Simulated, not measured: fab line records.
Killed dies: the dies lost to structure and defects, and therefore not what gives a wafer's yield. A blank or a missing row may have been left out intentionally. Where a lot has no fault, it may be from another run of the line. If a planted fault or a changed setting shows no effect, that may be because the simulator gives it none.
A struck lot beside a sound one    flow n5Finfet    37 steps out of a route of 1938
Sound: the wafers L398.2, L398.5, L398.6. Wafers struck: L395.1, L395.3, L395.5. Last of all comes the cause.
Order at every step that has rows: each side's tool, ch and its chambers, its first start. Under that, the readings that differ: sound wafers    struck wafers    difference of the means    sigmas: that difference in standard deviations of wafers without a fault.
alike: readings whose means differ by less than 2 such deviations, and words and numbers that are the same on both sides. not compared: withheld readings, readings that some wafer has no value for, bounds like >300 that may hide the same value, and numbers for which the record gives no deviation and whose values overlap.
Wherever a step has rows on one side only, a row that says differs or no value, or a row with sigmas, the two part there. When numbers do not overlap yet have no deviation, they are printed without sigmas and do not part them. A reading missing from all wafers of one side parts the sides only when that side holds two or more wafers.

first, 9 steps without rows for these wafers: N5_WELL_APT_HMDS_18 (time 60 s); N5_WELL_APT_COAT_19 (resist thk 950 nm); N5_WELL_APT_EBR_21; N5_WELL_APT_SOFTBAKE_20 (time 60 s); N5_WELL_APT_EXPOSE_22 (exposes mask PWELL, defocus 0 nm, target cd 200 nm); N5_WELL_APT_PEB_23 (peb time 90 s); N5_WELL_APT_DEVELOP_24 (develop time 45 s); N5_WELL_APT_HARDBAKE_29 (time 120 s); N5_WELL_APT_DESCUM_30 (chemistry O2, time 7.9 s).
N5_WELL_APT_IMPLANT_31:
  sound on implanter-01 ch 0, day 6 21:10; struck on implanter-02 ch 0, day 6 02:59
reading           sound                          struck                           difference   sigmas
doseIonsCm2       1.5011e+13 1.5004e+13 1.5e+13  1.3583e+13 1.357e+13 1.3597e+13  -1.4217e+12  -79
faradayCurrentUA  192 192 185                    165 166 171                      -22          -6
  alike: endStationPressureTorr
then, 25 steps without rows for these wafers: N5_WELL_APT_IMPLANT_32; N5_WELL_APT_STRIP_33 (strips in SPM, time 900 s); N5_WELL_APT_RTA_34 (time 10 s); N5_WELL_APT_OXIDE_STRIP_42 (strips SiO2 in dHF, time 45 s, target depth 12 nm); N5_WELL_APT_PRECLEAN_36 (cleans in O3/DIW, time 45 s); N5_WELL_APT_PRECLEAN_39 (cleans in dHF, time 60 s); N5_WELL_APT_SRD_37 (time 30 s); N5_WELL_APT_EPI_41 (deposits Si from SiH4/H2, target thk 50 nm, time 297.7 s); N5_PMOS_HMC_CHANNEL_EPI_HM_DEP_34 (deposits SiO2 from TEOS/O2, target thk 36 nm, time 6.9 s); N5_PMOS_HMC_CHANNEL_EPI_COAT_31 (time 60 s, resist thk 66 nm); N5_PMOS_HMC_CHANNEL_EPI_COAT_03 (resist thk 205 nm); N5_PMOS_HMC_CHANNEL_EPI_EBR_05; N5_PMOS_HMC_CHANNEL_EPI_SOFTBAKE_04 (time 60 s); N5_PMOS_HMC_CHANNEL_EPI_EXPOSE_06 (exposes mask PMOS HMC BLK, target cd 240 nm); N5_PMOS_HMC_CHANNEL_EPI_PEB_07 (peb time 60 s); N5_PMOS_HMC_CHANNEL_EPI_DEVELOP_08 (develop time 30 s); N5_PMOS_HMC_CHANNEL_EPI_DESCUM_14 (chemistry O2, time 7.9 s); N5_PMOS_HMC_CHANNEL_EPI_ETCH_32 (etches BARC in N2/H2, stops on SiO2, target depth 85.8 nm, time 50.3 s); N5_PMOS_HMC_CHANNEL_EPI_HM_OPEN_15 (chemistry CHF3/O2, target SiO2, target depth 40.6 nm, time 20.3 s); N5_PMOS_HMC_CHANNEL_EPI_STRIP_33 (strips in N2/H2); N5_PMOS_HMC_CHANNEL_EPI_STRIP_17 (strips in SPM, time 750 s); N5_PMOS_HMC_CHANNEL_EPI_ETCH_38 (etches SiO2 in CF4, target depth 1.5 nm); N5_PMOS_HMC_CHANNEL_EPI_FIN_RECESS_16 (chemistry HBr/Cl2, target Si, target depth 54 nm, time 18 s); N5_PMOS_HMC_CHANNEL_EPI_PRECLEAN_36 (cleans in O3/DIW, time 45 s); N5_PMOS_HMC_CHANNEL_EPI_PRECLEAN_18 (cleans in DHF, time 30 s).
-- record jumps: 6 days separate the struck wafers' starts on either side; left off in module PMOS_HMC_CHANNEL_EPI, taken up again in module BEOL_M4, whose first shown step is the route's number 1111 --
N5_BEOL_M4_RC_MEAS_101:
  sound on prober-02 ch 0, day 13 08:46; struck on prober-01 ch 0, day 12 11:43
reading            sound           struck          difference  sigmas
RS_PWELL (ohm/sq)  3016 3004 3018  3180 3180 3195  +172        +7
SS_N (mV/dec)      71.5 70.3 71.0  72.3 71.9 72.7  +1.4        +2
  alike: DIBL_N, DIBL_P, IOFF_N, IOFF_P, ION_N, ION_P, SS_P, VT_N, VT_P
-- a jump in the record: the struck wafers' starts before and after are 4 days apart (it breaks off in module BEOL_M4 and resumes in module PASSIVATION, where the first step shown is number 1936 of the route) --
N5_PASSIVATION_PROBE_49:
  sound: prober-02 at day 17 22:26; struck: prober-01 at day 16 22:41
  alike: defectLimitedYield, killed_at_M0_to_M3, killed_at_M4_up, killedAtContacts, killedAtFrontEnd, killedAtOther, killedDies, killedOpen, killedShort, sort_bin_4_leakage, sort_bin_5_function, sort_bin_6_memory, sortNPass, sortYieldPct

WHERE THEY PART
Last at N5_BEOL_M4_RC_MEAS_101 as far as this record goes, first at N5_WELL_APT_IMPLANT_31. Later steps at which nothing parts them and some readings are alike: N5_PASSIVATION_PROBE_49.

WHY: what had been put in by the simulator
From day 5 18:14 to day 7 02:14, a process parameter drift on implanter-02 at N5_WELL_APT_IMPLANT_31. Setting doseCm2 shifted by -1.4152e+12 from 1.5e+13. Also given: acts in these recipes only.
